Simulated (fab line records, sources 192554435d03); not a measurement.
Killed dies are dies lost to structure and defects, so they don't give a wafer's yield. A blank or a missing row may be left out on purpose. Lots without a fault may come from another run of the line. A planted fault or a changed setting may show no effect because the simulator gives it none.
Problem report in the 8D (eight disciplines) form, filled by code | flow n5_finfet | the parts of the form that need people (team, actions taken, sign-off) are left out

1. THE PROBLEM
trench_depth_nm at N5_BEOL_M9_OCD_MEAS_38 reads a mean of 74 nm on 2 wafers of 2 lots; wafers without a fault read 152 nm with a standard deviation of 3.3. That is -23 standard deviations from the usual mean.
First seen on wafer L957.5, day 13 06:11, on ocd-02. The record holds 23 wafers of 9 lots with a number at this step. Rule for "out", or "out of limits": more than 4 standard deviations from the usual mean. The other wafers with a number count as sound.

2. WHAT IT IS AND WHAT IT IS NOT
question                    | is                | is not
which readings at this step | trench_depth_nm   | -
which lots                  | L957, L958        | L944, L945, L959, L960, L962, L965, L967
which wafers of those lots  | L957.5, L958.5    | L957.3, L958.3, L958.6
read on which gauges        | ocd-01, ocd-02    | -
when                        | from day 13 06:11 | up to then (7 sound wafers); but 14 sound wafers of L958, L959, L960, L962, L965, L967 came after

3. SUSPECTS, AND WHAT RULES EACH OUT
Counting: a tool at a process step up to the reading stays a suspect if it ran every lot that is out. Sound lots after the first of them don't rule it out here, since some wafers of a struck lot are sound.
- the gauge at N5_BEOL_M9_OCD_MEAS_38: ruled out. The wafers that are out were read on 2 gauges (ocd-01, ocd-02).
- rie_diel-03 at N5_BEOL_M9_TRENCH_ETCH_37 (etches SiCOH lowk in C4F6/O2, target depth 151.43 nm, time 49 s): kept. It ran every lot that is out, first L957 (day 13 06:01); its last sound lot up to then is L944 (day 9 01:44).
- rie_diel-03 at N5_BEOL_M9_ETCH_41 (etches SiCN in CH3F/O2, target depth 36.6 nm, time 70.1 s): kept. It ran every lot that is out, first L957 (day 13 06:11); its last sound lot up to then is L944 (day 9 01:53). N5_BEOL_M9_ETCH_41 gives no start for some lots, so the hours and the order of its lots are those of N5_BEOL_M9_OCD_MEAS_38.
- Within rie_diel-03 at N5_BEOL_M9_TRENCH_ETCH_37: the wafers that are out ran in chamber 1; their sound lot-mates ran in chambers 2, 3.
- Within rie_diel-03 at N5_BEOL_M9_ETCH_41: the wafers that are out ran in chamber 1; their sound lot-mates ran in chambers 2, 3.
Left after counting: rie_diel-03 at N5_BEOL_M9_TRENCH_ETCH_37, rie_diel-03 at N5_BEOL_M9_ETCH_41.

4. THE CAUSE (what the simulator had put in)
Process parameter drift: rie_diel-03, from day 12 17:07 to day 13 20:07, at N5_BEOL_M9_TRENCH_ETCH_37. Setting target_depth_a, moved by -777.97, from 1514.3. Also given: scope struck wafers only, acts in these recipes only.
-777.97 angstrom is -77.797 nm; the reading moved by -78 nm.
Counting left 2 suspects, and this tool is among them.

5. THE CHAIN OF EFFECTS, in route order
Each row: a reading whose mean over the struck wafers that have a number lies more than 3 standard deviations from the usual. Only readings for which the record gives a usual standard deviation are gone through. hours: the time from each lot's start at the first step in this table that gives one to its start at this step, as a median over the lots. sigmas: the change in usual standard deviations.
hours | step                    | reading              | usual        | on struck wafers | change | sigmas
0     | N5_BEOL_M9_OCD_MEAS_38  | trench_depth_nm      | 152 nm       | 74               | -78    | -23
2     | N5_BEOL_M9_THK_MEAS_53  | M9_THK               | 137 nm       | 61               | -76    | -23
3     | N5_BEOL_M9_RS_MEAS_57   | M9_RS                | 0.150 ohm/sq | 0.383            | +0.233 | +58
58    | N5_PASSIVATION_PROBE_49 | defect_limited_yield | 91.5 %       | 0.0              | -91.5  | -57
58    | N5_PASSIVATION_PROBE_49 | killed_at_M4_up      | 13           | 1104             | +1092  | +99 or more
58    | N5_PASSIVATION_PROBE_49 | killed_dies          | 101          | 1180             | +1079  | +57
58    | N5_PASSIVATION_PROBE_49 | killed_on_rim        | 13           | 152              | +139   | +35
58    | N5_PASSIVATION_PROBE_49 | sort_bin_5_function  | 5.0 %        | 96.5             | +91.5  | +92
58    | N5_PASSIVATION_PROBE_49 | sort_n_pass          | 1079         | 0                | -1079  | -57
58    | N5_PASSIVATION_PROBE_49 | sort_yield_pct       | 91.5 %       | 0.0              | -91.5  | -57
The process steps in it:
- N5_PASSIVATION_PROBE_49

6. WHAT WOULD HAVE CAUGHT IT SOONER
In this record the first reading out of limits at a measuring or inspecting step was taken at day 13 06:11, 13 hours after the fault began at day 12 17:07.
Of the tool readings at N5_BEOL_M9_TRENCH_ETCH_37 for which the record gives a usual standard deviation, none was out on any struck wafer, so an alarm limit of 4 standard deviations on them would not have fired.
Of the lots that are out (2), L958 began N5_BEOL_M9_TRENCH_ETCH_37 on rie_diel-03 after day 13 06:11. A hold on the tool at that time would have spared it.
